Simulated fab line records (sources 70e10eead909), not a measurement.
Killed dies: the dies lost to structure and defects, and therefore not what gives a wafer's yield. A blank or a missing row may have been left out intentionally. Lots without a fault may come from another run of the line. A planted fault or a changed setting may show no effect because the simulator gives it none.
Chamber matching ; flow nand_harc ; 4 sister chambers for NHARC_A_CHANNEL_FILL_D1_ALD_16 on ald_hk-01
The step deposits SiO2, target thk 1.5 nm, pulse time 10 s, ald cycles 15. 15 wafers are shown with their chamber, then 7 later ones without.

## WAFERS PAIRED WITH THEIR CHAMBERS
wafer;chamber;heater_power_w (W);precursor_pulse_height_rel
L330.1;1;452;0.980
L330.3;2;462;1.018
L330.6;2;467;0.956
L326.1;1;453;0.995
L326.5;3;423;1.013
L326.6;2;466;1.006
L329.1;3;423;1.002
L329.4;1;444;1.011
L329.6;3;428;1.001
L327.1;1;439;0.982
L327.2;0;456;1.020
L327.5;0;443;0.974
L328.1;0;440;0.984
L328.2;1;449;0.966
L328.6;2;475;0.989

SIGNATURES (means of the wafers above)
reading;chamber 0;chamber 1;chamber 2;chamber 3;scatter within a chamber
heater_power_w;446.33;447.40;467.50;424.67;5.94
precursor_pulse_height_rel;0.99267;0.98680;0.99225;1.00533;0.0204
Rule: a wafer's distance from a chamber is the root of the sum, over the readings, of the square of ((its reading less the chamber's mean) divided by the reading's scatter). If the next closest chamber is less than 2 further off than the closest, the wafer can't be placed; otherwise it belongs to the closest. The scatter: take each reading less its chamber's mean, square it, sum over the shown wafers, divide by the number of wafers less the number of chambers, and take the root.

## WAFERS MISSING THEIR CHAMBER
wafer;heater_power_w (W);precursor_pulse_height_rel
L337.1;452;0.996
L345.1;471;0.966
L345.2;453;1.011
L345.6;474;0.977
L347.2;467;1.004
L347.4;422;1.030
L347.5;444;0.974

## WHICH CHAMBER EACH ONE RAN IN
wafer;from the rows above;in truth
L337.1;can't be placed: 1 or 0 or 2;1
L345.1;2;2
L345.2;can't be placed: 0 or 1 or 2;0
L345.6;2;2
L347.2;2;2
L347.4;3;3
L347.5;can't be placed: 1 or 0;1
Correct placement for 4 of the 7. Cannot be placed on the basis of these rows: 3; the candidates contain the true chamber in 3. Placed wrongly: 0.
